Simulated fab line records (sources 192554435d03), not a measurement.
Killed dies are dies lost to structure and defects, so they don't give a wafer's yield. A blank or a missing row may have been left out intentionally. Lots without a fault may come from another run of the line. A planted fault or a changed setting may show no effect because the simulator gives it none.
Matching of chambers || flow n5 finfet || N5_SD_EPI_N_ETCH_35 on rie diel-04 has 4 sister chambers
The step etches SOC in N2/H2, overetch 108 nm, time 486 s. 14 wafers are shown with their chamber, then 7 later ones without.

## EACH WAFER AND ITS CHAMBER
{"wafer": "L078.1", "chamber": 3, "showerhead plenum p Torr (Torr)": 2.44, "throttle valve pct (%)": 23.5, "oes product au (a.u.)": 0.72}
{"wafer": "L078.3", "chamber": 0, "showerhead plenum p Torr (Torr)": 2.57, "throttle valve pct (%)": 23.5, "oes product au (a.u.)": 0.71}
{"wafer": "L078.6", "chamber": 3, "showerhead plenum p Torr (Torr)": 2.44, "throttle valve pct (%)": 23.5, "oes product au (a.u.)": 0.72}
{"wafer": "L080.1", "chamber": 0, "showerhead plenum p Torr (Torr)": 2.57, "throttle valve pct (%)": 23.5, "oes product au (a.u.)": 0.73}
{"wafer": "L080.3", "chamber": 2, "showerhead plenum p Torr (Torr)": 2.59, "throttle valve pct (%)": 23.7, "oes product au (a.u.)": 0.86}
{"wafer": "L080.6", "chamber": 2, "showerhead plenum p Torr (Torr)": 2.59, "throttle valve pct (%)": 23.7, "oes product au (a.u.)": 0.86}
{"wafer": "L083.2", "chamber": 2, "showerhead plenum p Torr (Torr)": 2.59, "throttle valve pct (%)": 23.7, "oes product au (a.u.)": 0.84}
{"wafer": "L083.5", "chamber": 0, "showerhead plenum p Torr (Torr)": 2.57, "throttle valve pct (%)": 23.5, "oes product au (a.u.)": 0.71}
{"wafer": "L083.6", "chamber": 1, "showerhead plenum p Torr (Torr)": 2.44, "throttle valve pct (%)": 23.9, "oes product au (a.u.)": 0.67}
{"wafer": "L085.1", "chamber": 3, "showerhead plenum p Torr (Torr)": 2.43, "throttle valve pct (%)": 23.5, "oes product au (a.u.)": 0.71}
{"wafer": "L085.2", "chamber": 2, "showerhead plenum p Torr (Torr)": 2.59, "throttle valve pct (%)": 23.8, "oes product au (a.u.)": 0.83}
{"wafer": "L085.4", "chamber": 1, "showerhead plenum p Torr (Torr)": 2.44, "throttle valve pct (%)": 23.9, "oes product au (a.u.)": 0.67}
{"wafer": "L087.1", "chamber": 2, "showerhead plenum p Torr (Torr)": 2.59, "throttle valve pct (%)": 23.8, "oes product au (a.u.)": 0.82}
{"wafer": "L087.2", "chamber": 0, "showerhead plenum p Torr (Torr)": 2.57, "throttle valve pct (%)": 23.5, "oes product au (a.u.)": 0.70}

SIGNATURES, as means of the wafers listed above
{"reading": "showerhead plenum p Torr", "chamber 0": 2.5700, "chamber 1": 2.4400, "chamber 2": 2.5900, "chamber 3": 2.4367, "scatter within a chamber": 0.00258}
{"reading": "throttle valve pct", "chamber 0": 23.500, "chamber 1": 23.900, "chamber 2": 23.740, "chamber 3": 23.500, "scatter within a chamber": 0.0346}
{"reading": "oes product au", "chamber 0": 0.7125, "chamber 1": 0.6700, "chamber 2": 0.8420, "chamber 3": 0.7167, "scatter within a chamber": 0.0135}
Rule: for a wafer and a chamber, the distance is found by dividing, reading by reading, the gap between the wafer's reading and the chamber's mean by the reading's scatter, squaring, summing and taking the root. If the next closest chamber is less than 2 further off than the closest, the wafer can't be placed; otherwise it belongs to the closest. How the scatter is found: for the shown wafers, subtract from each reading the mean of its chamber, square and add these, divide the total by (wafers less chambers), then take the root.

## WAFERS WHOSE CHAMBER IS MISSING
{"wafer": "L087.4", "showerhead plenum p Torr (Torr)": 2.43, "throttle valve pct (%)": 23.9, "oes product au (a.u.)": 0.67}
{"wafer": "L094.4", "showerhead plenum p Torr (Torr)": 2.43, "throttle valve pct (%)": 23.9, "oes product au (a.u.)": 0.66}
{"wafer": "L094.5", "showerhead plenum p Torr (Torr)": 2.43, "throttle valve pct (%)": 23.9, "oes product au (a.u.)": 0.66}
{"wafer": "L094.6", "showerhead plenum p Torr (Torr)": 2.58, "throttle valve pct (%)": 23.8, "oes product au (a.u.)": 0.79}
{"wafer": "L097.1", "showerhead plenum p Torr (Torr)": 2.42, "throttle valve pct (%)": 23.6, "oes product au (a.u.)": 0.69}
{"wafer": "L097.4", "showerhead plenum p Torr (Torr)": 2.43, "throttle valve pct (%)": 23.9, "oes product au (a.u.)": 0.66}
{"wafer": "L097.6", "showerhead plenum p Torr (Torr)": 2.43, "throttle valve pct (%)": 23.9, "oes product au (a.u.)": 0.66}

## WHICH CHAMBER EACH WENT THROUGH
{"wafer": "L087.4", "from the rows above": 1, "in truth": 1}
{"wafer": "L094.4", "from the rows above": 1, "in truth": 1}
{"wafer": "L094.5", "from the rows above": 1, "in truth": 1}
{"wafer": "L094.6", "from the rows above": 2, "in truth": 2}
{"wafer": "L097.1", "from the rows above": 3, "in truth": 3}
{"wafer": "L097.4", "from the rows above": 1, "in truth": 1}
{"wafer": "L097.6", "from the rows above": 1, "in truth": 1}
Correctly placed: 7 of 7. Number that these rows cannot place: 0. Placed wrongly: 0.
